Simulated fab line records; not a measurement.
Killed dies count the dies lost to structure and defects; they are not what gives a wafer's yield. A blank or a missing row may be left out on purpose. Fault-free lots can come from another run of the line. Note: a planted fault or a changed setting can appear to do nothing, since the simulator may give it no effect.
fab line records ; flow n5Finfet
[record] lots = 9; wafers = 26; lastDay = 19
route steps=1938 shown BEOL_M3@966 BEOL_M4@1111
lots untouched by any fault: they come from a run of this same line in which no faults occurred
startH: the number of hours between the record's first day and the start of the first shown wafer of the lot ; waitH: time in hours since the lot's previous step ; " repeats the value in the row above ; L1.1+2: a single row standing in for several wafers ; - no value, or no start was given ; * or withheld: withheld ; < > ~ a bound
route shown NAME@n: NAME is a module with steps in the file, n the number in the route of the first one ; usual: mean/standard deviation taken from wafers without a fault ; same: alike in all rows ; chamber/n: place in a boat ; sites: readings site by site ; _std_site: standard deviation of those values ; _edge_site: inner sites' mean taken away from outer sites' mean ; radiusMm: for every site, how far away it sits from the centre of the wafer ; mask NAME#n: copy n ; behind: the tool/chamber that last shaped the wafer ; hold: reason for holding the lot/hours on hold/outcome of the hold ; device: which transistor (n, p or np) failed to switch ; end of line: at the end of the route, the tests of the same wafers ; for a step that has no rows: nothing shown but its recipe ; killed: not the wafer's yield, but the dies lost to structure and defects at the first sort ; map: the dies of a wafer, with x for killed, . for not killed, _ for no die there
set.NAME: the setting that was run; set.NAME@STEP: the one run at that earlier step ; model.NAME: the simulator's own value behind a step, which no gauge read
route steps across a sampled set of lots; one table per step, one row per wafer
services: the hour from which a tool's chamber was out of use, counted from the record's first day as startH (under 0 if before that day), plus the number of hours and why
[[steps]]
[step N5_BEOL_M3_CD_MEAS_28]
[recipe] targetCdNm = 25.7; landingEnergyEv = 500; detector = seInlens; targetCdYNm = 23.3; polarity = opening
[usual] cdNm = 25.60/0.24
lot.wafer;tool;chamber;startH;waitH;cdNm
L788.1;cdSem-02;0;143.85;-;25.59
L788.3;cdSem-02;0;143.85;-;25.55
L788.5;cdSem-02;0;143.85;-;25.62
L790.1;cdSem-01;0;156.56;-;25.64
L790.4;cdSem-01;0;156.56;-;25.98
L790.6;cdSem-01;0;156.56;-;26.14
L792.2;cdSem-01;0;170.29;-;25.57
L792.4;cdSem-01;0;170.29;-;25.96
L792.6;cdSem-01;0;170.29;-;25.60
L794.1;cdSem-01;0;187.44;-;25.67
L794.3;cdSem-01;0;187.44;-;25.84
L794.5;cdSem-01;0;187.44;-;25.56
L798.2;cdSem-03;0;217.58;-;25.66
L798.5;cdSem-03;0;217.58;-;25.47
L804.3;cdSem-03;0;245.95;-;25.37
L804.4;cdSem-03;0;245.95;-;25.21
L804.6;cdSem-03;0;245.95;-;25.23
L808.3;cdSem-01;0;281.59;-;25.69
L808.5;cdSem-01;0;281.59;-;25.67
L808.6;cdSem-01;0;281.59;-;25.48
L810.1;cdSem-03;0;288.20;-;25.85
L810.2;cdSem-03;0;288.20;-;25.66
L810.5;cdSem-03;0;288.20;-;25.93
L811.3;cdSem-03;0;321.03;-;25.62
L811.4;cdSem-03;0;321.03;-;25.83
L811.5;cdSem-03;0;321.03;-;25.65
[step N5_BEOL_M3_OVL_MEAS_29]
[recipe] pointsPerWafer = 522
[usual] V2_OVL = -0.7/0.69
lot.wafer;tool;chamber;startH;waitH;V2_OVL[nm]
L788.1;overlay-02;0;143.88;0.0;0.0
L788.3;overlay-02;0;143.88;0.0;-0.2
L788.5;overlay-02;0;143.88;0.0;-0.6
L790.1;overlay-01;0;156.59;0.0;-0.6
L790.4;overlay-01;0;156.59;0.0;0.3
L790.6;overlay-01;0;156.59;0.0;0.2
L792.2;overlay-02;0;170.32;0.0;-0.7
L792.4;overlay-02;0;170.32;0.0;-0.2
L792.6;overlay-02;0;170.32;0.0;-0.4
L794.1;overlay-01;0;187.47;0.0;-1.3
L794.3;overlay-01;0;187.47;0.0;-1.6
L794.5;overlay-01;0;187.47;0.0;-1.2
L798.2;overlay-01;0;217.61;0.0;-1.0
L798.5;overlay-01;0;217.61;0.0;-1.2
L804.3;overlay-02;0;245.99;0.0;0.6
L804.4;overlay-02;0;245.99;0.0;-0.4
L804.6;overlay-02;0;245.99;0.0;0.2
L808.3;overlay-02;0;281.63;0.0;-1.0
L808.5;overlay-02;0;281.63;0.0;-1.8
L808.6;overlay-02;0;281.63;0.0;-0.7
L810.1;overlay-02;0;288.23;0.0;-0.9
L810.2;overlay-02;0;288.23;0.0;-1.0
L810.5;overlay-02;0;288.23;0.0;-0.3
L811.3;overlay-01;0;321.07;0.0;-0.3
L811.4;overlay-01;0;321.07;0.0;0.2
L811.5;overlay-01;0;321.07;0.0;0.2
[step N5_BEOL_M3_ETCH_77]
[recipe] chemistry = N2/H2; target = underlayer; targetDepthA = 65; maskMaterial = CAR-EUV; timeS = 5.2; ionEnergyEv = 200; pressureMtorr = 30; sourceW = 840; biasW = 150; n2FlowSccm = 200; h2FlowSccm = 200; ends = cleared
[usual] biasW = 150.0/0.46; chamberPressureMTorr = 30.00/0.042; drypumpMotorCurrentA = 5.6/0.54; etchRfOnTimeS = 5.19/0.099; oesProductAu = 0.67/0.074; rfVppV = 524.3/2.8; showerheadPlenumPTorr = 2.55/0.089; throttleValvePct = 17.91/0.22
lot.wafer;tool;chamber;startH;waitH;biasW;chamberPressureMTorr;drypumpMotorCurrentA;etchRfOnTimeS;oesProductAu;rfHoursCounterH;rfVppV;showerheadPlenumPTorr;throttleValvePct
L788.1;rieDiel-04;3;144.01;0.0;150.6;29.97;4.9;5.32;0.64;159;528.3;2.63;17.96
L788.3;rieDiel-04;0;144.01;0.0;150.7;29.96;5.3;5.15;0.64;140;523.5;2.56;17.62
L788.5;rieDiel-04;0;144.01;0.0;150.2;29.99;5.3;5.15;0.64;-;521.9;2.56;17.62
L790.1;rieDiel-03;1;156.74;0.0;150.5;30.00;6.1;5.22;0.62;150;524.7;2.54;18.04
L790.4;rieDiel-03;2;156.74;0.0;150.2;29.97;6.2;5.24;0.60;-;524.7;2.61;17.89
L790.6;rieDiel-03;2;156.74;0.0;150.2;30.08;6.2;5.18;0.60;-;524.5;2.61;17.91
L792.2;rieDiel-03;1;170.44;0.0;149.6;30.01;6.0;5.26;0.61;155;525.6;2.54;18.04
L792.4;rieDiel-03;2;170.44;0.0;149.6;29.97;6.2;5.16;0.60;-;525.7;2.61;17.89
L792.6;rieDiel-03;1;170.44;0.0;149.7;30.04;6.1;5.20;0.63;-;525.0;2.54;18.03
L794.1;rieDiel-03;1;189.21;0.0;150.0;29.95;6.1;5.28;0.61;164;522.4;2.53;18.05
L794.3;rieDiel-03;3;189.21;0.0;150.0;29.91;6.3;5.18;0.82;5;522.4;2.48;17.82
L794.5;rieDiel-03;3;189.21;0.0;150.3;30.02;6.3;5.14;0.84;-;523.7;2.48;17.82
L798.2;rieDiel-03;3;217.74;0.0;150.2;29.98;6.3;5.10;0.81;15;520.9;2.48;17.85
L798.5;rieDiel-03;1;217.74;0.0;149.8;29.95;6.0;5.28;0.59;-;523.4;2.53;18.08
L804.3;rieDiel-05;3;246.10;0.0;149.3;30.07;6.1;5.30;0.72;51;521.5;2.46;17.50
L804.4;rieDiel-05;1;246.10;0.0;150.6;30.04;5.6;5.03;0.71;73;529.3;2.68;17.90
L804.6;rieDiel-05;3;246.10;0.0;149.4;29.94;6.1;5.25;0.72;-;522.6;2.46;17.47
L808.3;rieDiel-05;2;281.75;0.0;149.1;30.05;5.1;5.08;0.77;43;527.9;2.68;17.90
L808.5;rieDiel-05;2;281.75;0.0;149.4;30.05;5.0;5.06;0.77;-;526.9;2.69;17.90
L808.6;rieDiel-05;3;281.75;0.0;150.9;30.02;6.1;5.17;0.70;-;522.3;2.45;17.52
L810.1;rieDiel-03;1;288.37;0.0;149.9;29.94;6.1;5.33;0.59;197;522.4;2.52;18.14
L810.2;rieDiel-03;2;288.37;0.0;150.1;29.98;6.1;4.91;0.78;16;525.5;2.59;17.41
L810.5;rieDiel-03;1;288.37;0.0;149.4;30.01;6.1;5.27;0.59;-;525.7;2.52;18.11
L811.3;rieDiel-03;2;321.20;0.0;150.6;29.97;6.2;4.98;0.77;26;525.7;2.59;17.45
L811.4;rieDiel-03;3;321.20;0.0;149.4;30.00;6.3;5.14;0.75;48;522.2;2.46;17.88
L811.5;rieDiel-03;3;321.20;0.0;149.9;29.95;6.3;5.11;0.75;-;522.4;2.46;17.88
[step N5_BEOL_M3_ETCH_70]
[recipe] chemistry = N2/H2; target = SOC; targetDepthA = 800; overetchA = 160; maskMaterial = SiARC; tempC = 40; timeS = 120; ionEnergyEv = 200; pressureMtorr = 30; sourceW = 840; biasW = 150; n2FlowSccm = 200; h2FlowSccm = 200
[usual] biasW = 150.0/0.43; chamberPressureMTorr = 30.001/0.029; drypumpMotorCurrentA = 5.6/0.53; oesProductAu = 0.59/0.055; rfVppV = 524.1/2.6; runLengthS = 143.6/0.42; showerheadPlenumPTorr = 2.55/0.092; throttleValvePct = 17.87/0.22
lot.wafer;tool;chamber;startH;waitH;biasW;chamberPressureMTorr;drypumpMotorCurrentA;oesProductAu;rfHoursCounterH;rfVppV;runLengthS;showerheadPlenumPTorr;throttleValvePct
L788.1;rieDiel-04;3;146.20;0.0;149.9;29.951;4.9;0.58;159;527.1;143.0;2.63;17.92
L788.3;rieDiel-04;2;146.20;0.0;149.9;29.959;5.1;0.56;184;519.9;143.6;2.41;17.72
L788.5;rieDiel-04;1;146.20;0.0;150.8;30.031;4.9;0.58;-;526.9;144.1;2.64;18.20
L790.1;rieDiel-03;2;164.48;0.0;149.8;30.070;6.1;0.54;229;526.2;143.5;2.61;17.88
L790.4;rieDiel-03;0;164.48;0.0;149.7;30.038;4.9;0.59;-;519.4;143.1;2.44;18.09
L790.6;rieDiel-03;2;164.48;0.0;150.2;30.032;6.1;0.53;-;525.1;143.9;2.61;17.86
L792.2;rieDiel-03;1;171.20;0.0;150.2;30.010;6.1;0.56;155;522.2;143.9;2.54;18.00
L792.4;rieDiel-03;2;171.20;0.0;149.6;29.986;6.2;0.54;-;524.9;144.1;2.61;17.86
L792.6;rieDiel-03;0;171.20;0.0;149.3;29.993;4.9;0.59;-;521.5;143.3;2.44;18.09
L794.1;rieDiel-04;1;205.16;0.0;149.7;30.058;4.9;0.57;165;527.0;144.1;2.64;18.24
L794.3;rieDiel-04;0;205.16;0.0;149.9;29.987;5.3;0.57;157;524.6;143.4;2.55;17.59
L794.5;rieDiel-04;0;205.16;0.0;149.8;30.017;5.3;0.56;-;523.1;143.5;2.55;17.61
L798.2;rieDiel-03;1;220.56;0.0;149.4;29.973;6.0;0.55;176;523.4;144.3;2.53;18.03
L798.5;rieDiel-03;1;220.56;0.0;-;30.018;6.0;0.67;-;523.9;121.8;2.53;18.04
L804.3;rieDiel-05;3;250.55;0.0;149.7;29.980;6.1;0.65;52;522.4;142.7;2.46;17.46
L804.4;rieDiel-05;2;250.55;0.0;150.4;29.924;5.0;0.69;33;528.6;144.0;2.69;17.83
L804.6;rieDiel-05;3;250.55;0.0;150.6;29.981;6.1;0.65;-;522.0;143.3;2.46;17.44
L808.3;rieDiel-05;1;286.37;0.0;150.5;30.051;5.6;0.62;86;526.8;144.0;2.67;17.88
L808.5;rieDiel-05;0;286.37;0.0;150.0;29.986;5.8;0.61;-;528.0;143.5;2.68;17.74
L808.6;rieDiel-05;3;286.37;0.0;149.8;30.016;6.1;0.64;-;522.6;142.7;2.45;17.48
L810.1;rieDiel-03;3;294.41;0.0;150.6;29.982;6.3;0.68;40;522.0;143.8;2.47;17.83
L810.2;rieDiel-03;1;294.41;0.0;150.0;29.958;6.1;0.53;199;524.1;144.0;2.52;18.08
L810.5;rieDiel-03;3;294.41;0.0;150.3;30.002;6.3;0.68;-;521.8;143.7;2.47;17.85
L811.3;rieDiel-03;3;328.98;0.0;149.7;30.010;6.3;0.66;50;522.8;143.7;2.46;17.85
L811.4;rieDiel-03;2;328.98;0.0;150.4;30.012;6.2;0.67;29;525.2;143.4;2.59;17.43
L811.5;rieDiel-03;3;328.98;0.0;150.4;30.021;6.3;0.66;-;524.2;144.0;2.46;17.85
[step N5_BEOL_M4_RC_MEAS_101]
[usual] DIBL_N = 36.5/1.9; DIBL_P = 36.7/2.1; IOFF_N = 0.17/0.035; IOFF_P = 0.22/0.042; ION_N = 676/10; ION_P = 462/8.1; SS_N = 71.5/0.72; SS_P = 73.4/0.7; VT_N = 249/3.1; VT_P = -250/3.9
lot.wafer;tool;chamber;startH;waitH;DIBL_N[mV/V];DIBL_P[mV/V];IOFF_N[nA/um];IOFF_P[nA/um];ION_N[uA/um];ION_P[uA/um];SS_N[mV/dec];SS_P[mV/dec];VT_N[mV];VT_P[mV]
L788.1;prober-01;0;163.60;0.0;34.5;32.9;0.12;0.18;675;460;70.9;72.8;253;-251
L788.3;prober-01;0;163.60;0.0;34.9;34.7;0.14;0.21;687;476;71.1;73.2;248;-250
L788.5;prober-01;0;163.60;0.0;33.1;31.6;0.10;0.16;660;457;70.9;72.6;257;-252
L790.1;prober-01;0;181.00;0.0;35.3;36.5;0.14;0.18;674;456;71.3;74.1;251;-257
L790.4;prober-01;0;181.00;0.0;35.1;36.3;0.14;0.17;673;456;72.2;72.9;249;-256
L790.6;prober-01;0;181.00;0.0;35.1;36.6;0.15;0.18;679;458;71.7;73.7;249;-257
L792.2;prober-02;0;193.82;0.2;38.4;38.6;0.18;0.23;680;461;72.2;74.0;251;-250
L792.4;prober-02;0;193.82;0.2;35.4;36.4;0.14;0.21;681;466;71.0;73.9;251;-249
L792.6;prober-02;0;193.82;0.2;36.1;35.7;0.14;0.20;662;459;72.2;73.5;252;-251
L794.1;prober-01;0;220.97;0.0;36.9;36.0;0.17;0.23;683;469;70.4;73.1;246;-247
L794.3;prober-01;0;220.97;0.0;40.6;39.9;0.23;0.30;687;467;72.6;74.6;245;-242
L794.5;prober-01;0;220.97;0.0;38.2;36.8;0.19;0.25;678;463;71.1;74.0;246;-246
L798.2;prober-02;0;252.65;0.2;38.4;38.8;0.21;0.24;694;467;71.6;74.4;242;-249
L798.5;prober-02;0;252.65;0.2;37.8;37.0;0.19;0.21;676;456;72.2;74.3;245;-253
L804.3;prober-01;0;269.23;0.3;36.0;34.8;0.15;0.18;666;454;72.0;72.8;254;-252
L804.4;prober-01;0;269.23;0.3;37.1;35.7;0.16;0.19;668;456;72.6;72.5;249;-254
L804.6;prober-01;0;269.23;0.3;35.8;34.6;0.14;0.18;657;446;71.6;72.5;253;-252
L808.3;prober-01;0;320.83;0.3;34.6;35.7;0.15;0.19;670;457;71.2;73.1;249;-254
L808.5;prober-01;0;320.83;0.3;37.0;39.9;0.18;0.25;675;459;71.9;74.6;247;-252
L808.6;prober-01;0;320.83;0.3;34.2;35.9;0.14;0.18;670;455;71.0;73.3;249;-256
L810.1;prober-02;0;324.73;0.0;36.1;34.6;0.13;0.18;657;454;71.0;72.7;252;-253
L810.2;prober-02;0;324.73;0.0;35.7;35.6;0.14;0.19;662;455;71.3;73.0;252;-253
L810.5;prober-02;0;324.73;0.0;38.8;38.9;0.19;0.25;676;463;71.8;73.1;246;-247
L811.3;prober-01;0;348.43;0.3;35.8;36.4;0.18;0.24;683;470;71.4;73.4;247;-247
L811.4;prober-01;0;348.43;0.3;37.7;38.7;0.19;0.26;674;460;72.8;73.5;246;-248
L811.5;prober-01;0;348.43;0.3;35.5;36.3;0.16;0.23;682;472;71.3;73.2;249;-247
[[services]]
tool;chamber;startH;hours;kind
rieDiel-05;-;147.63;0.9;repair
rieDiel-03;3;153.55;-;clean
rieDiel-03;3;153.55;-;consumableReplace:focusRing
rieDiel-03;3;153.55;24.3;scheduledDown
rieDiel-03;3;153.55;24.3;ventCycle
rieDiel-03;0;154.99;7.7;repair
rieDiel-04;-;174.46;15.6;pm
rieDiel-05;2;179.59;5.7;repair
rieDiel-05;1;184.83;6.6;repair
rieDiel-03;0;196.77;6.4;repair
rieDiel-04;3;200.90;12.8;repair
rieDiel-04;2;216.19;9.9;repair
rieDiel-03;2;216.52;-;clean
rieDiel-03;2;216.52;-;consumableReplace:focusRing
rieDiel-03;2;216.52;17.4;scheduledDown
rieDiel-03;2;216.52;17.4;ventCycle
rieDiel-05;3;251.62;3.5;repair
rieDiel-03;-;253.91;0.7;repair
rieDiel-04;3;309.13;11.7;repair
rieDiel-04;1;326.22;4.5;repair
[[key]]
[firstSign] step = N5_BEOL_M3_ETCH_70; reading = runLengthS; direction = down; sigmas = 52; usual = *; struck = *
effect none on later readings
metAt N5_BEOL_M3_ETCH_70
struckLots L798
struckWafers L798.5
notActingAt N5_BEOL_M3_CD_MEAS_28,N5_BEOL_M3_OVL_MEAS_29,N5_BEOL_M3_ETCH_77
onsetBetween 171.20 220.56
[fault] kind = processParameterDrift; tool = rieDiel-03; chamber = -; onsetH = 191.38; steps = N5_BEOL_M3_ETCH_70; channel = timeS; offset = *; shape = step; endH = 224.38; scope = struckWafersOnly; actsIn = *; stated = *
